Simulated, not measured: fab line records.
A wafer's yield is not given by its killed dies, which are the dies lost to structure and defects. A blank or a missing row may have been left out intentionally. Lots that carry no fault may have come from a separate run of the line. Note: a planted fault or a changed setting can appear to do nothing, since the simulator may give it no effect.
Chamber matching    flow n5 finfet    N5_PASSIVATION_PECVD_01 on pecvd-03: 3 sister chambers
The step deposits SiNx from SiH4/NH3/N2, target thk 200 nm, time 43.2 s. 14 wafers are shown with their chamber, then 7 later ones without.

== WAFERS, EACH WITH ITS CHAMBER ==
wafer   chamber  showerhead plenum p Torr (Torr)  throttle valve pct (%)  heater power w (W)
L500.2  2        8.64                             28.2                    339
L500.4  2        8.63                             28.2                    343
L500.6  0        8.76                             28.5                    407
L501.1  2        8.65                             28.0                    283
L501.4  2        8.65                             28.5                    297
L501.6  0        8.75                             28.8                    425
L504.2  2        8.65                             28.2                    275
L504.4  2        8.65                             28.1                    282
L504.6  0        8.77                             28.7                    432
L506.4  1        8.62                             29.0                    456
L506.5  0        8.80                             28.6                    342
L506.6  2        8.62                             28.3                    309
L508.1  2        8.65                             28.4                    301
L508.3  2        8.64                             28.1                    309

SIGNATURES (means of the wafers above)
reading                   chamber 0  chamber 1  chamber 2  scatter within a chamber
showerhead plenum p Torr  8.7700     8.6200     8.6422     0.0146
throttle valve pct        28.650     29.000     28.222     0.149
heater power w            401.50     456.00     304.22     29.7
Rule: a wafer's distance from a chamber is the root of the sum, over the readings, of the square of ((its reading less the chamber's mean) divided by the reading's scatter). If the next closest chamber is less than 2 further off than the closest, the wafer can't be placed; otherwise it belongs to the closest. The scatter: take each reading less its chamber's mean, square it, sum over the shown wafers, divide by the number of wafers less the number of chambers, and take the root.

== WAFERS WHOSE CHAMBER IS MISSING ==
wafer   showerhead plenum p Torr (Torr)  throttle valve pct (%)  heater power w (W)
L508.5  8.62                             28.1                    329
L515.1  8.62                             28.2                    299
L515.3  8.62                             28.7                    390
L515.5  8.63                             28.3                    317
L511.1  8.63                             28.9                    433
L511.3  8.64                             29.1                    446
L511.6  8.65                             29.1                    448

== EACH ONE'S CHAMBER ==
wafer   from the rows above      in truth
L508.5  2                        2
L515.1  2                        2
L515.3  can't be placed: 1 or 2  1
L515.5  2                        2
L511.1  1                        1
L511.3  1                        1
L511.6  1                        1
6 of 7 placed correctly. Cannot be placed on the basis of these rows: 1; the candidates contain the true chamber in 1. 0 placed wrongly.
